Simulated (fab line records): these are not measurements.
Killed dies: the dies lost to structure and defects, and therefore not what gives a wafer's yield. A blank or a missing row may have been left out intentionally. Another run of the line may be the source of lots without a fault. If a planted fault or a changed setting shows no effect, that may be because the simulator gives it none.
fab line records + flow n5_finfet
[record]
- lots = 6
- wafers = 18
- last_day = 17
route steps=1938 shown DUMMY_GATE@247 SPACER0@258
lots untouched by any fault: they come from a run of this same line in which no faults occurred
start_h: start of the lot's first displayed wafer, in hours after the record's first day + wait_h: hours from the lot's prior step to this one + " identical to the entry in the row above + L1.1+2: a single row standing in for several wafers + - no value, or no start given + * or withheld: withheld + < > ~ a bound
route shown NAME@n: NAME is a module with steps in the file, n the number in the route of the first one + usual: mean/standard deviation taken from wafers without a fault + same: alike in all rows + chamber/n: place in a boat + sites: the reading at each site + _std_site: the standard deviation of these + _edge_site: inner sites' mean taken away from outer sites' mean + radius_mm: how far each site lies from the wafer's centre + mask NAME#n: copy n + behind: the most recent tool/chamber to have shaped the wafer + hold: why the lot went on hold/how many hours it stayed there/how the hold came to an end + device: names the non-switching transistor (n, p or np) + end of line: the tests these same wafers got at the end of their route + a step given without rows: its recipe and nothing more + killed: dies that structure and defects cost at the first sort, which is not the same as the wafer's yield + map: the dies of a wafer, with x for killed, . for not killed, _ for no die there
set.NAME: setting as actually run; set.NAME@STEP: the setting as run at that earlier step + model.NAME: the simulator's own value behind a step, which no gauge read
a table for each step, a row for each wafer; lots at some steps of the route
services: when a tool's chamber went out of use (start_h, in hours from the record's first day, below 0 if earlier), for how many hours, and the reason
[[steps]]
[step N5_DUMMY_GATE_ETCH_23]
[recipe]
- chemistry = HBr/Cl2/O2
- HBr_flow_sccm = 150
- Cl2_flow_sccm = 80
- O2_flow_sccm = 12
- bias_w = 102
- target_depth_a = 410
- time_s = 22.3
- target = poly-Si
- mask_material = SiO2
- pressure_mtorr = 10
- icp_w = 800
[usual]
- drypump_motor_current_A = 5.7/0.5
- oes_product_au = 0.994/0.012
- throttle_valve_pct = 37.27/0.24
| lot.wafer | tool      | chamber | start_h | wait_h | drypump_motor_current_A | oes_product_au | rf_hours_counter_h | throttle_valve_pct |
|-----------|-----------|---------|---------|--------|-------------------------|----------------|--------------------|--------------------|
| L830.3    | rie_si-03 | 2       | 66.67   | 0.0    | 5.8                     | 0.999          | 35                 | 37.68              |
| L830.4    | "         | 1       | "       | "      | 5.4                     | 0.993          | 3                  | 37.35              |
| L830.6    | "         | 1       | "       | "      | 5.4                     | 0.982          | -                  | 37.35              |
| L834.1    | rie_si-04 | 3       | 88.42   | 0.0    | 6.2                     | 0.982          | 6                  | 36.83              |
| L834.2    | "         | 0       | "       | "      | 5.5                     | 0.996          | 5                  | 36.99              |
| L834.6    | "         | 1       | "       | "      | 4.8                     | 1.002          | -                  | 37.38              |
| L838.1    | rie_si-04 | 0       | 113.62  | 0.0    | 5.5                     | 0.986          | 5                  | 37.00              |
| L838.3    | "         | 3       | "       | "      | 6.1                     | 0.979          | 7                  | 36.83              |
| L838.6    | "         | 2       | "       | "      | 6.0                     | 0.993          | -                  | 37.46              |
| L839.3    | rie_si-03 | 1       | 118.49  | 0.0    | 5.4                     | 0.982          | 4                  | 37.34              |
| L839.4    | "         | 0       | "       | "      | 4.9                     | 0.997          | 80                 | 37.19              |
| L839.5    | "         | 0       | "       | "      | 4.9                     | 0.998          | -                  | 37.18              |
| L843.1    | rie_si-04 | 2       | 141.48  | 0.0    | 6.0                     | 1.005          | 193                | 37.46              |
| L843.2    | "         | 3       | "       | "      | 6.1                     | 0.985          | 7                  | 36.86              |
| L843.5    | "         | 3       | "       | "      | 6.1                     | 0.975          | -                  | 36.84              |
| L849.1    | rie_si-04 | 1       | 187.81  | 0.0    | 4.8                     | 0.982          | 113                | 37.39              |
| L849.2    | "         | 2       | "       | "      | 6.0                     | 0.990          | 0                  | 37.31              |
| L849.5    | "         | 0       | "       | "      | 5.5                     | 0.990          | -                  | 37.01              |
[step N5_DUMMY_GATE_ETCH_44]
[recipe]
- chemistry = HBr/O2
- over_etch_frac = 0.7
- target_depth_a = 1275
- stop_on = SiO2
- ion_energy_ev = 60
- bias_w = 20
- target = poly-Si
- mask_material = SiO2
- pressure_mtorr = 20
- icp_w = 400
- HBr_flow_sccm = 120
- O2_flow_sccm = 10
[usual]
- drypump_motor_current_A = 5.7/0.5
- oes_product_au = 0.725/0.011
- throttle_valve_pct = 18.57/0.21
| lot.wafer | tool      | chamber | start_h | wait_h | drypump_motor_current_A | oes_product_au | rf_hours_counter_h | throttle_valve_pct |
|-----------|-----------|---------|---------|--------|-------------------------|----------------|--------------------|--------------------|
| L830.3    | rie_si-03 | 2       | 66.73   | 0.0    | 5.8                     | 0.723          | 35                 | 18.81              |
| L830.4    | "         | 1       | "       | "      | 5.4                     | 0.711          | 3                  | 18.61              |
| L830.6    | "         | 1       | "       | "      | 5.4                     | 0.721          | -                  | 18.62              |
| L834.1    | rie_si-04 | 3       | 88.47   | 0.0    | 6.1                     | 0.700          | 6                  | 18.14              |
| L834.2    | "         | 0       | "       | "      | 5.5                     | 0.733          | 5                  | 18.41              |
| L834.6    | "         | 1       | "       | "      | 4.8                     | 0.719          | -                  | 18.65              |
| L838.1    | rie_si-04 | 0       | 113.68  | 0.0    | 5.5                     | 0.729          | 5                  | 18.42              |
| L838.3    | "         | 3       | "       | "      | 6.2                     | 0.703          | 7                  | 18.14              |
| L838.6    | "         | 2       | "       | "      | 6.0                     | 0.726          | -                  | 18.67              |
| L839.3    | rie_si-03 | 1       | 118.55  | 0.0    | 5.4                     | 0.711          | 4                  | 18.62              |
| L839.4    | "         | 0       | "       | "      | 4.9                     | 0.734          | 80                 | 18.53              |
| L839.5    | "         | 0       | "       | "      | 4.9                     | 0.720          | -                  | 18.53              |
| L843.1    | rie_si-04 | 2       | 141.54  | 0.0    | 6.1                     | 0.736          | 193                | 18.67              |
| L843.2    | "         | 3       | "       | "      | 6.2                     | 0.707          | 7                  | 18.15              |
| L843.5    | "         | 3       | "       | "      | 6.2                     | 0.714          | -                  | 18.15              |
| L849.1    | rie_si-04 | 1       | 187.86  | 0.0    | 4.8                     | 0.712          | 113                | 18.64              |
| L849.2    | "         | 2       | "       | "      | 6.0                     | 0.724          | 0                  | 18.56              |
| L849.5    | "         | 0       | "       | "      | 5.5                     | 0.721          | -                  | 18.41              |
[step N5_DUMMY_GATE_CD_MEAS_24]
[recipe]
- target_cd_nm = 15
[usual]
- cd_nm = 15.2/0.33
| lot.wafer | tool      | chamber | start_h | wait_h | cd_nm |
|-----------|-----------|---------|---------|--------|-------|
| L830.3    | cd_sem-03 | -       | 66.85   | 0.1    | 15.2  |
| L830.4    | "         | -       | "       | "      | 15.0  |
| L830.6    | "         | -       | "       | "      | 14.9  |
| L834.1    | cd_sem-03 | -       | 88.58   | 0.1    | 14.9  |
| L834.2    | "         | -       | "       | "      | 15.1  |
| L834.6    | "         | -       | "       | "      | 15.5  |
| L838.1    | cd_sem-03 | -       | 113.79  | 0.1    | 14.7  |
| L838.3    | "         | -       | "       | "      | 15.0  |
| L838.6    | "         | -       | "       | "      | 15.8  |
| L839.3    | cd_sem-01 | -       | 118.67  | 0.1    | 15.2  |
| L839.4    | "         | -       | "       | "      | 15.5  |
| L839.5    | "         | -       | "       | "      | 14.8  |
| L843.1    | cd_sem-02 | -       | 141.65  | 0.1    | 15.2  |
| L843.2    | "         | -       | "       | "      | 14.5  |
| L843.5    | "         | -       | "       | "      | 14.8  |
| L849.1    | cd_sem-03 | -       | 187.97  | 0.1    | 15.4  |
| L849.2    | "         | -       | "       | "      | 15.2  |
| L849.5    | "         | -       | "       | "      | 15.2  |
[step N5_DUMMY_GATE_ETCH_42]
[recipe]
- chemistry = CHF3/O2
- target = SiO2
- target_depth_a = 35
- time_s = 31
- ion_energy_ev = 30
- bias_w = 12
- pressure_mtorr = 30
- source_w = 600
- Ar_flow_sccm = 200
- CHF3_flow_sccm = 50
- O2_flow_sccm = 5
[step N5_DUMMY_GATE_STRIP_48]
[recipe]
- chemistry = N2/H2
- time_s = 20
- power_w = 100
- temp_c = 40
- pressure_mtorr = 100
- rf_frequency_hz = 6e+07
- bias_power_w = 3
- n2_flow_sccm = 300
- h2_flow_sccm = 300
[usual]
- drypump_motor_current_A = 5.7/0.52
- oes_product_au = 0.81/0.094
- rf_vpp_V = 45.0/0.99
- showerhead_plenum_p_Torr = 3.37/0.11
- throttle_valve_pct = 12.10/0.23
| lot.wafer | tool        | chamber | start_h | wait_h | drypump_motor_current_A | oes_product_au | rf_hours_counter_h | rf_vpp_V | showerhead_plenum_p_Torr | throttle_valve_pct |
|-----------|-------------|---------|---------|--------|-------------------------|----------------|--------------------|----------|--------------------------|--------------------|
| L830.3    | rie_diel-06 | 3       | 66.94   | 0.0    | 5.9                     | 0.93           | 12                 | 46.6     | 3.31                     | 11.79              |
| L830.4    | "           | 1       | "       | "      | 6.7                     | 0.93           | 20                 | 44.6     | 3.58                     | 12.02              |
| L830.6    | "           | 3       | "       | "      | 5.9                     | 0.93           | -                  | 45.6     | 3.31                     | 11.78              |
| L834.1    | rie_diel-02 | 2       | 88.68   | 0.0    | 6.0                     | 0.70           | 248                | 44.5     | 3.32                     | 12.53              |
| L834.2    | "           | 0       | "       | "      | 6.0                     | 0.74           | 189                | 44.1     | 3.35                     | 12.27              |
| L834.6    | "           | 0       | "       | "      | 6.0                     | 0.74           | -                  | 44.3     | 3.35                     | 12.28              |
| L838.1    | rie_diel-01 | 2       | 113.93  | 0.0    | 5.0                     | 0.85           | 53                 | 43.5     | 3.30                     | 11.94              |
| L838.3    | "           | 0       | "       | "      | 5.8                     | 0.76           | 128                | 45.3     | 3.53                     | 12.41              |
| L838.6    | "           | 2       | "       | "      | 5.0                     | 0.84           | -                  | 44.5     | 3.30                     | 11.92              |
| L839.3    | rie_diel-06 | 1       | 118.76  | 0.0    | 6.6                     | 0.90           | 35                 | 46.0     | 3.57                     | 12.07              |
| L839.4    | "           | 2       | "       | "      | 5.7                     | 0.71           | -                  | 46.5     | 3.36                     | 12.15              |
| L839.5    | "           | 1       | "       | "      | 6.6                     | 0.90           | -                  | 45.7     | 3.57                     | 12.05              |
| L843.1    | rie_diel-02 | 3       | 141.74  | 0.0    | 5.6                     | 0.70           | 194                | 44.9     | 3.50                     | 12.40              |
| L843.2    | "           | 2       | "       | "      | 6.0                     | 1.01           | 2                  | 46.2     | 3.31                     | 11.91              |
| L843.5    | "           | 3       | "       | "      | 5.6                     | 0.70           | -                  | 46.1     | 3.50                     | 12.38              |
| L849.1    | rie_diel-01 | 3       | 188.08  | 0.0    | 4.7                     | 0.82           | 93                 | 44.7     | 3.28                     | 12.00              |
| L849.2    | "           | 1       | "       | "      | 5.8                     | 0.75           | 150                | 43.6     | 3.25                     | 12.00              |
| L849.5    | "           | 1       | "       | "      | 5.8                     | 0.76           | -                  | 46.3     | 3.25                     | 11.99              |
[step N5_DUMMY_GATE_PRECLEAN_33]
[recipe]
- chemistry = dHF
- time_s = 10
- dilution = 750:1
- temp_c = 25
[step N5_DUMMY_GATE_PRECLEAN_25]
[recipe]
- chemistry = O3/DIW
- time_s = 45
- temp_c = 22
- o3_ppm = 10
[step N5_DUMMY_GATE_PRECLEAN_51]
[recipe]
- chemistry = SC2
- time_s = 45
- temp_c = 35
- mix = 1:1:50
[step N5_DUMMY_GATE_SRD_26]
[recipe]
- dry = ipa_marangoni
- time_s = 30
- temp_c = 23
- rinse_liquid = diw
[step N5_DUMMY_GATE_UV_OZONE_45]
[recipe]
- time_s = 120
- pressure_torr = 760
- temp_c = 25
[step N5_DUMMY_GATE_INSPECT_27]
[recipe]
- inspect_instrument = brightfield
- mode = aei
[usual]
- raw_defect_count = 327/95
| lot.wafer | tool              | chamber | start_h | wait_h | raw_defect_count |
|-----------|-------------------|---------|---------|--------|------------------|
| L830.3    | defect_inspect-02 | -       | 67.13   | 0.0    | 327              |
| L830.4    | "                 | -       | "       | "      | 354              |
| L830.6    | "                 | -       | "       | "      | 301              |
| L834.1    | defect_inspect-01 | -       | 88.87   | 0.0    | 340              |
| L834.2    | "                 | -       | "       | "      | 309              |
| L834.6    | "                 | -       | "       | "      | 225              |
| L838.1    | defect_inspect-01 | -       | 114.11  | 0.0    | 354              |
| L838.3    | "                 | -       | "       | "      | 244              |
| L838.6    | "                 | -       | "       | "      | 304              |
| L839.3    | defect_inspect-02 | -       | 118.95  | 0.0    | 305              |
| L839.4    | "                 | -       | "       | "      | 300              |
| L839.5    | "                 | -       | "       | "      | 416              |
| L843.1    | defect_inspect-02 | -       | 141.93  | 0.0    | 383              |
| L843.2    | "                 | -       | "       | "      | 345              |
| L843.5    | "                 | -       | "       | "      | 306              |
| L849.1    | defect_inspect-02 | -       | 188.27  | 0.0    | 301              |
| L849.2    | "                 | -       | "       | "      | 302              |
| L849.5    | "                 | -       | "       | "      | 274              |
[step N5_SPACER0_ALD_07]
[recipe]
- material = SiNx
- target_thk_a = 20
- temp_c = 400
- ald_precursor_family = SiH2I2
- ald_co_reactant = N2/H2-plasma
- pressure_torr = 2
[usual]
- heater_power_w = 821/76
- susceptor_temp_C = 399.99/0.22
| lot.wafer | tool       | chamber | start_h | wait_h | heater_power_w | susceptor_temp_C |
|-----------|------------|---------|---------|--------|----------------|------------------|
| L830.3    | ald_sin-02 | 0       | 67.47   | 0.3    | 907            | 399.66           |
| L830.4    | "          | 2       | "       | "      | 839            | 400.41           |
| L830.6    | "          | 0       | "       | "      | 915            | 399.63           |
| L834.1    | ald_sin-04 | 2       | 91.19   | 2.3    | 781            | 400.14           |
| L834.2    | "          | 3       | "       | "      | 819            | 399.77           |
| L834.6    | "          | 0       | "       | "      | 680            | 400.12           |
| L838.1    | ald_sin-04 | 1       | 114.27  | 0.2    | 813            | 399.85           |
| L838.3    | "          | 2       | "       | "      | 792            | 399.75           |
| L838.6    | "          | 3       | "       | "      | 832            | 399.66           |
| L839.3    | ald_sin-03 | 3       | 118.98  | 0.0    | 935            | 400.06           |
| L839.4    | "          | 2       | "       | "      | 776            | 400.20           |
| L839.5    | "          | 3       | "       | "      | 909            | 399.86           |
| L843.1    | ald_sin-04 | 2       | 141.97  | 0.0    | 765            | 399.99           |
| L843.2    | "          | 3       | "       | "      | 836            | 400.02           |
| L843.5    | "          | 1       | "       | "      | 839            | 399.95           |
| L849.1    | ald_sin-03 | 3       | 188.30  | 0.0    | 918            | 400.28           |
| L849.2    | "          | 0       | "       | "      | 793            | 399.85           |
| L849.5    | "          | 1       | "       | "      | 934            | 399.91           |
[step N5_SPACER0_ALD_00]
[recipe]
- material = SiOCN
- target_thk_a = 35
- temp_c = 400
- ald_precursor_family = alkyl-aminosilane
- ald_co_reactant = O2/N2-plasma
- pulse_time_s = 3
- purge_time_s = 2
- co_reactant_purge_time_s = 2
- ald_cycles = 58
- pressure_torr = 2
[usual]
- heater_power_w = 822/74
- precursor_pulse_height_rel = 0.999/0.02
- susceptor_temp_C = 400.06/0.22
[same]
- co_reactant_purge_time_s = 2
- pulse_time_s = 3
| lot.wafer | tool       | chamber | start_h | wait_h | heater_power_w | precursor_pulse_height_rel | susceptor_temp_C |
|-----------|------------|---------|---------|--------|----------------|----------------------------|------------------|
| L830.3    | ald_sin-02 | 0       | 67.62   | 0.1    | 898            | 0.978                      | 399.91           |
| L830.4    | "          | 2       | "       | "      | 821            | 0.998                      | 399.84           |
| L830.6    | "          | 0       | "       | "      | 920            | 1.010                      | 399.99           |
| L834.1    | ald_sin-04 | 2       | 91.34   | 0.1    | 772            | 0.987                      | 400.38           |
| L834.2    | "          | 3       | "       | "      | 828            | 1.010                      | 400.04           |
| L834.6    | "          | 0       | "       | "      | 682            | 1.040                      | 400.19           |
| L838.1    | ald_sin-04 | 1       | 114.42  | 0.1    | 826            | 1.024                      | 400.40           |
| L838.3    | "          | 2       | "       | "      | 799            | 1.010                      | 400.15           |
| L838.6    | "          | 3       | "       | "      | 814            | 0.998                      | 400.39           |
| L838.1    | ald_sin-04 | 1       | 115.28  | 0.7    | 822            | 0.994                      | 399.86           |
| L838.3    | "          | 2       | "       | "      | 775            | 1.019                      | 400.01           |
| L838.6    | "          | 3       | "       | "      | 820            | 1.020                      | 400.11           |
| L839.3    | ald_sin-03 | 3       | 119.13  | 0.1    | 931            | 0.990                      | 399.90           |
| L839.4    | "          | 2       | "       | "      | 783            | 1.015                      | 399.82           |
| L839.5    | "          | 3       | "       | "      | 931            | 1.003                      | 400.15           |
| L839.3    | ald_sin-03 | 3       | 119.91  | 0.6    | 925            | 1.059                      | 399.97           |
| L839.4    | "          | 2       | "       | "      | 781            | 1.046                      | 399.82           |
| L839.5    | "          | 3       | "       | "      | 928            | 0.979                      | 399.81           |
| L843.1    | ald_sin-04 | 2       | 142.12  | 0.1    | 772            | 0.992                      | 400.12           |
| L843.2    | "          | 3       | "       | "      | 850            | 0.950                      | 399.95           |
| L843.5    | "          | 1       | "       | "      | 846            | 0.991                      | 400.12           |
| L849.1    | ald_sin-03 | 3       | 188.45  | 0.1    | 918            | 1.013                      | 399.88           |
| L849.2    | "          | 0       | "       | "      | 801            | 0.991                      | 400.00           |
| L849.5    | "          | 1       | "       | "      | 917            | 1.006                      | 399.96           |
[step N5_SPACER0_ALD_08]
[recipe]
- material = SiNx
- target_thk_a = 20
- temp_c = 400
- ald_precursor_family = SiH2I2
- ald_co_reactant = N2/H2-plasma
- pressure_torr = 2
[usual]
- heater_power_w = 824/75
- susceptor_temp_C = 400.04/0.24
| lot.wafer | tool       | chamber | start_h | wait_h | heater_power_w | susceptor_temp_C |
|-----------|------------|---------|---------|--------|----------------|------------------|
| L830.3    | ald_sin-02 | 0       | 67.88   | 0.1    | 873            | 399.92           |
| L830.4    | "          | 2       | "       | "      | 803            | 400.24           |
| L830.6    | "          | 0       | "       | "      | 912            | 399.38           |
| L834.1    | ald_sin-04 | 2       | 91.60   | 0.1    | 797            | 399.88           |
| L834.2    | "          | 3       | "       | "      | 811            | 400.03           |
| L834.6    | "          | 0       | "       | "      | 684            | 399.92           |
| L838.1    | ald_sin-04 | 1       | 117.82  | 2.4    | 807            | 400.22           |
| L838.3    | "          | 2       | "       | "      | 792            | 399.60           |
| L838.6    | "          | 3       | "       | "      | 830            | 400.15           |
| L839.3    | ald_sin-03 | 3       | 120.17  | 0.1    | 933            | 400.22           |
| L839.4    | "          | 2       | "       | "      | 785            | 400.03           |
| L839.5    | "          | 3       | "       | "      | 901            | 400.09           |
| L843.1    | ald_sin-04 | 2       | 142.38  | 0.1    | 791            | 400.18           |
| L843.2    | "          | 3       | "       | "      | 819            | 400.36           |
| L843.5    | "          | 1       | "       | "      | 818            | 399.62           |
| L849.1    | ald_sin-03 | 3       | 188.71  | 0.1    | 921            | 399.66           |
| L849.2    | "          | 0       | "       | "      | 792            | 400.17           |
| L849.5    | "          | 1       | "       | "      | 923            | 400.21           |
[[services]]
| tool        | chamber | start_h | hours | kind           |
|-------------|---------|---------|-------|----------------|
| ald_sin-03  | -       | 62.26   | 1.1   | repair         |
| ald_sin-03  | -       | 85.25   | 14.0  | pm             |
| ald_sin-03  | 0       | 85.25   | 14.0  | vent_cycle     |
| ald_sin-03  | 1       | 85.25   | 14.0  | vent_cycle     |
| ald_sin-03  | 2       | 85.25   | 14.0  | vent_cycle     |
| ald_sin-03  | 3       | 85.25   | 14.0  | vent_cycle     |
| rie_diel-01 | 3       | 89.53   | 8.7   | repair         |
| ald_sin-03  | 0       | 99.25   | -     | clean          |
| ald_sin-03  | 1       | 99.25   | -     | clean          |
| ald_sin-03  | 2       | 99.25   | -     | clean          |
| ald_sin-03  | 3       | 99.25   | -     | clean          |
| rie_diel-01 | 3       | 103.31  | 18.9  | repair         |
| rie_diel-02 | 2       | 105.26  | 7.6   | repair         |
| rie_diel-02 | 2       | 112.90  | -     | clean          |
| rie_diel-06 | 0       | 115.84  | 5.3   | repair         |
| rie_diel-06 | 1       | 128.14  | 16.7  | repair         |
| rie_diel-02 | 2       | 132.32  | 6.3   | repair         |
| rie_diel-06 | 2       | 142.69  | 23.3  | repair         |
| rie_si-04   | 1       | 143.87  | 14.4  | repair         |
| rie_si-03   | 2       | 145.46  | 1.2   | repair         |
| rie_si-04   | 2       | 158.26  | -     | clean          |
| rie_si-04   | 2       | 158.26  | 13.7  | scheduled_down |
| rie_si-04   | 2       | 158.26  | 13.7  | vent_cycle     |
| rie_si-04   | 0       | 180.94  | 4.3   | repair         |
[[key]]
[first_sign]
- step = N5_SPACER0_ALD_00
- reading = visit
- direction = added
effect none on later readings
met_at N5_SPACER0_ALD_00
struck_wafers L838.1,L838.3,L838.6,L839.3,L839.4,L839.5
sort_left_out L838.1,L838.3,L838.6,L839.3,L839.4,L839.5
tester_left_out L838,L839
[loop_trim]
- step = N5_BEOL_M4_EXPOSE_08
- setting = dose
- lots = L838
[loop_trim]
- step = N5_BEOL_M4_EXPOSE_25
- setting = dose
- lots = L838
[fault]
- kind = repeated_step_whole
- tool = ald_sin-02,ald_sin-03,ald_sin-04
- chamber = -
- onset_h = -
- steps = N5_SPACER0_ALD_00
- times = 1
- scope = struck_lots_only
// tester_left_out: of these lots the tester's yield and bins aren't shown, on N5 and GAA mostly nor the transistor test; their killed dies are dies lost to structure and defects alone, not to doping, threshold or leakage, so they don't give the yield
// sort_left_out: the simulated sort isn't trusted on such a fault, so these wafers' sort isn't shown, and their yield isn't known
// loop_trim: a control loop set the setting to another value than it would have without faults
